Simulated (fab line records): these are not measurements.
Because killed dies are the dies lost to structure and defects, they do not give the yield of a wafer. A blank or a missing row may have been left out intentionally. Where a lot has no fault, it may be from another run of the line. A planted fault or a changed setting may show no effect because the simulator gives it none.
One fault seen from 3 desks || flow n5Finfet || numbers are kept per desk, each desk with only its own; the story behind them comes last

THE METROLOGY DESK
What the gauges read for every lot (on any tool): the sampled wafers with a number, averaged. Any lot whose mean is over 4 standard deviations away from the usual mean is out of limits and marked OUT; that distance is given in the brackets. 7 of its 12 readings are shown, namely those furthest out on some lot.
Columns: A = DIBL_N at N5_BEOL_M4_RC_MEAS_101, usual 37.0 mV/V; B = DIBL_P at N5_BEOL_M4_RC_MEAS_101, usual 37.0 mV/V; C = IOFF_N at N5_BEOL_M4_RC_MEAS_101, usual 0.17 nA/um; D = ION_N at N5_BEOL_M4_RC_MEAS_101, usual 679 uA/um; E = ION_P at N5_BEOL_M4_RC_MEAS_101, usual 465 uA/um; F = SS_N at N5_BEOL_M4_RC_MEAS_101, usual 71.7 mV/dec; G = VT_P at N5_BEOL_M4_RC_MEAS_101, usual -249 mV
{"lot": "L637", "first seen here": "day 8 04:37", "A": 35.6, "B": 36.4, "C": 0.16, "D": 675, "E": 467, "F": 71.7, "G": -250}
{"lot": "L638", "first seen here": "day 8 04:47", "A": 37.8, "B": 36.9, "C": 0.18, "D": 685, "E": 462, "F": 72.0, "G": -249}
{"lot": "L649", "first seen here": "day 11 19:05", "A": 37.6, "B": 37.4, "C": 0.18, "D": 681, "E": 462, "F": 71.9, "G": -247}
{"lot": "L652", "first seen here": "day 11 19:59", "A": 37.2, "B": 37.8, "C": 0.18, "D": 678, "E": 460, "F": 72.2, "G": -248}
{"lot": "L651", "first seen here": "day 11 22:32", "A": 34.2, "B": 32.6, "C": 0.12, "D": 658, "E": 455, "F": 70.7, "G": -256}
{"lot": "L655", "first seen here": "day 12 16:47", "A": 36.9, "B": 36.1, "C": 0.19, "D": 697, "E": 485, "F": 71.4, "G": -243}
{"lot": "L656", "first seen here": "day 12 20:55", "A": 37.1, "B": 35.6, "C": 0.16, "D": 674, "E": 458, "F": 72.2, "G": -251}
This desk's finding: nothing out of limits on any of the 7 lots.

THE DEFECT DESK
What the inspections along the route counted, lot by lot: means of the sampled wafers that have a number. Any lot whose mean is over 4 standard deviations away from the usual mean is out of limits and marked OUT; that distance is given in the brackets.
Columns: A = rawDefectCount at N5_BEOL_M2_INSPECT_30, usual 404
{"lot": "L637", "first seen here": "day 8 04:42", "A": 305}
{"lot": "L638", "first seen here": "day 8 04:53", "A": 407}
{"lot": "L649", "first seen here": "day 11 19:10", "A": 309}
{"lot": "L652", "first seen here": "day 11 20:05", "A": 318}
{"lot": "L651", "first seen here": "day 11 22:38", "A": 271}
{"lot": "L655", "first seen here": "day 12 16:52", "A": 414}
{"lot": "L656", "first seen here": "day 12 21:01", "A": 429}
This desk's finding: nothing out of limits on any of the 7 lots.

AT THE TOOL OWNER'S DESK: rieDiel-03
The tool's own readings at N5_BEOL_M2_ETCH_70 (etches SOC in N2/H2, target depth 80 nm, overetch 24 nm, time 130 s): means of the sampled wafers that have a number, for each lot that ran on this tool. Any lot whose mean is over 4 standard deviations away from the usual mean is out of limits and marked OUT; that distance is given in the brackets.
Columns: A = drypumpMotorCurrentA at N5_BEOL_M2_ETCH_70, usual 5.7 A; B = h2FlowSccm at N5_BEOL_M2_ETCH_70, usual 199.9 sccm; C = n2FlowSccm at N5_BEOL_M2_ETCH_70, usual 200.0 sccm; D = oesProductAu at N5_BEOL_M2_ETCH_70, usual 0.60 a.u.; E = rfVppV at N5_BEOL_M2_ETCH_70, usual 524.7 V; F = showerheadPlenumPTorr at N5_BEOL_M2_ETCH_70, usual 2.57 Torr; G = throttleValvePct at N5_BEOL_M2_ETCH_70, usual 17.71 %
{"lot": "L638", "first seen here": "day 9 10:52", "A": 5.7, "B": 200.1, "C": 200.5, "D": 0.62, "E": 524.5, "F": 2.56, "G": 17.75}
{"lot": "L649", "first seen here": "day 12 10:50", "A": 6.0, "B": 200.1, "C": 199.7, "D": 0.65, "E": 525.8, "F": 2.62, "G": 17.76}
{"lot": "L652", "first seen here": "day 12 17:34", "A": 6.0, "B": 199.7, "C": 199.9, "D": 0.63, "E": 525.4, "F": 2.58, "G": 17.87}
{"lot": "L651", "first seen here": "day 13 04:49", "A": 6.0, "B": 199.2, "C": 199.0, "D": 0.62, "E": 524.6, "F": 2.58, "G": 17.89}
This desk's finding: nothing out of limits on any of the 4 lots.

ALL TOGETHER
From the metrology desk's view, nothing was out of limits.
Nothing the defect desk looked at was out of limits.
Nothing out of limits was seen by the tool owner's desk.

WHAT THE SIMULATOR PUT IN
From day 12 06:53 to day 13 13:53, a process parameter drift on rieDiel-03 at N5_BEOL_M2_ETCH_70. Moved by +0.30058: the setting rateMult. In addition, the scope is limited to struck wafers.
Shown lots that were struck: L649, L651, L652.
